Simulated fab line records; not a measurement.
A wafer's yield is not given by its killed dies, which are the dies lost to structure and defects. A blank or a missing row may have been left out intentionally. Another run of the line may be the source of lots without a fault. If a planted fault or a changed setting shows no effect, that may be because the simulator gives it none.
Which tool is to blame? -- flow n5Finfet -- 8 lots with 24 wafers sampled at 4 steps, on a route of 1938 steps

== WHAT THE GAUGES READ, wafer by wafer ==
N5_BEOL_M6_OCD_MEAS_38.
lot,measured,on,trenchDepthNm (nm)
L106,day 10 14:53,ocd-01,95.7 94.2 96.3
L109,day 11 23:03,ocd-01,103.0 91.7 93.6
L118,day 16 03:32,ocd-02,94.1 96.1 96.3
L119,day 16 15:55,ocd-02,93.6 94.4 93.3
L126,day 17 03:36,ocd-02,96.0 97.5 93.1
L128,day 17 05:23,ocd-01,96.6 95.8 96.5
L123,day 17 20:43,ocd-02,96.1 94.0 93.9
L127,day 18 13:16,ocd-01,95.1 92.5 95.3

== WHICH TOOL RAN EACH LOT (tool, then ch and the chambers of the sampled wafers, then the start) ==
lot,N5_BEOL_M6_ETCH_66,N5_BEOL_M6_STRIP_36,N5_BEOL_M6_TRENCH_ETCH_37
L106,"rieDiel-04 ch 0,1,3, day 10 14:32","rieDiel-04 ch 0,1,3, day 10 14:41","rieDiel-04 ch 0,1,3, day 10 14:43"
L109,"rieDiel-04 ch 0,1,2, day 11 22:41","rieDiel-04 ch 0,1,2, day 11 22:51","rieDiel-04 ch 0,1,2, day 11 22:53"
L118,"rieDiel-04 ch 0,1,2, day 16 03:11","rieDiel-04 ch 0,1,2, day 16 03:20","rieDiel-04 ch 0,1,2, day 16 03:22"
L119,"rieDiel-05 ch 0,1, day 16 15:34","rieDiel-05 ch 0,1, day 16 15:43","rieDiel-05 ch 0,1, day 16 15:46"
L126,"rieDiel-04 ch 0,1,2, day 17 03:17","rieDiel-04 ch 0,1,2, day 17 03:26","rieDiel-04 ch 0,1,2, day 17 03:28"
L128,"rieDiel-04 ch 0,2, day 17 05:02","rieDiel-04 ch 0,2, day 17 05:11","rieDiel-04 ch 0,2, day 17 05:14"
L123,"rieDiel-04 ch 1,3, day 17 20:22","rieDiel-04 ch 1,3, day 17 20:31","rieDiel-04 ch 1,3, day 17 20:34"
L127,"rieDiel-04 ch 1,2, day 18 12:55","rieDiel-04 ch 1,2, day 18 13:04","rieDiel-04 ch 1,2, day 18 13:06"
- N5_BEOL_M6_ETCH_66: etches SOC in N2/H2, target depth 80 nm, overetch 16 nm, time 120 s.
- N5_BEOL_M6_STRIP_36: strips in N2/H2.
- N5_BEOL_M6_TRENCH_ETCH_37: etches SiCOH lowk in C4F6/O2, target depth 94.435 nm, time 31.5 s.

== THE ANSWER, worked out from the rows above alone ==
Rule: usual is defined by the lots themselves. The widest of any qualifying gaps counts: lots, ordered by their means at a reading, are off when they make up no more than a third of the lots, leave a main group of 4 or more, and stand apart from it by 3 or more times the standard deviation of that group's means. The tables above print the reading to a certain number of digits; a main group whose means all agree to those digits is not used. A lot without any number at a reading at which 4 lots or more have one is off too. Where the step has rows for the other lots, those lots are counted as sound.
No lot is off on any of the readings shown, so nothing can be concluded from this.

== WHAT THE SIMULATOR HAD INSERTED ==
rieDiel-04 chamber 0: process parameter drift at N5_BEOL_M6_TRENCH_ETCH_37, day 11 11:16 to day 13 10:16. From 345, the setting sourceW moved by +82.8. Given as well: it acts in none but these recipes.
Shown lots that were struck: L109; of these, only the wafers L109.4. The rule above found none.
